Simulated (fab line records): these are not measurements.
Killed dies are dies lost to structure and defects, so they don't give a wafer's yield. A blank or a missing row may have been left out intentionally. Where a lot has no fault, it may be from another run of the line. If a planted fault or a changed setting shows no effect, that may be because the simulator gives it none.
Chamber matching :: flow n5Finfet :: N5_BEOL_M10_ETCH_61 on rieDiel-04 has 4 sister chambers
The step etches SiARC in CF4, target depth 39 nm, time 65 s. 8 wafers are shown with their chamber, then 6 later ones without.

== WAFERS WITH THEIR CHAMBER ==
wafer: L076.6
chamber: 2
throttleValvePct (%): 15.79
oesProductAu (a.u.): 0.67

wafer: L083.4
chamber: 2
throttleValvePct (%): 15.78
oesProductAu (a.u.): 0.66

wafer: L085.5
chamber: 1
throttleValvePct (%): 15.29
oesProductAu (a.u.): 0.68

wafer: L088.5
chamber: 0
throttleValvePct (%): 15.58
oesProductAu (a.u.): 0.69

wafer: L088.6
chamber: 3
throttleValvePct (%): 15.27
oesProductAu (a.u.): 0.74

wafer: L087.1
chamber: 0
throttleValvePct (%): 15.59
oesProductAu (a.u.): 0.70

wafer: L087.2
chamber: 1
throttleValvePct (%): 15.29
oesProductAu (a.u.): 0.69

wafer: L087.3
chamber: 3
throttleValvePct (%): 15.28
oesProductAu (a.u.): 0.74

== WAFERS WITH NO CHAMBER GIVEN ==
wafer: L092.2
throttleValvePct (%): 15.61
oesProductAu (a.u.): 0.68

wafer: L092.4
throttleValvePct (%): 15.33
oesProductAu (a.u.): 0.67

wafer: L092.5
throttleValvePct (%): 15.31
oesProductAu (a.u.): 0.71

wafer: L095.2
throttleValvePct (%): 15.86
oesProductAu (a.u.): 0.64

wafer: L095.4
throttleValvePct (%): 15.62
oesProductAu (a.u.): 0.67

wafer: L095.5
throttleValvePct (%): 15.63
oesProductAu (a.u.): 0.68

== THE CHAMBER EACH PASSED THROUGH ==
wafer: L092.2
from the rows above: 0
in truth: 0

wafer: L092.4
from the rows above: 1
in truth: 1

wafer: L092.5
from the rows above: 1
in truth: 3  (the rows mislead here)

wafer: L095.2
from the rows above: 2
in truth: 2

wafer: L095.4
from the rows above: 0
in truth: 0

wafer: L095.5
from the rows above: 0
in truth: 0
Correct placement for 5 of the 6. Can't be placed from these rows: 0. Number placed wrongly: 1.
How it was worked out, from the rows above alone: a wafer's distance from a chamber is the root of the sum, over the readings, of the square of ((its reading less the chamber's mean) divided by the reading's scatter). If the next closest chamber is less than 2 further off than the closest, the wafer can't be placed; otherwise it belongs to the closest. A chamber's mean is the mean of its shown wafers. The scatter: take each reading less its chamber's mean, square it, sum over the shown wafers, divide by the number of wafers less the number of chambers, and take the root.
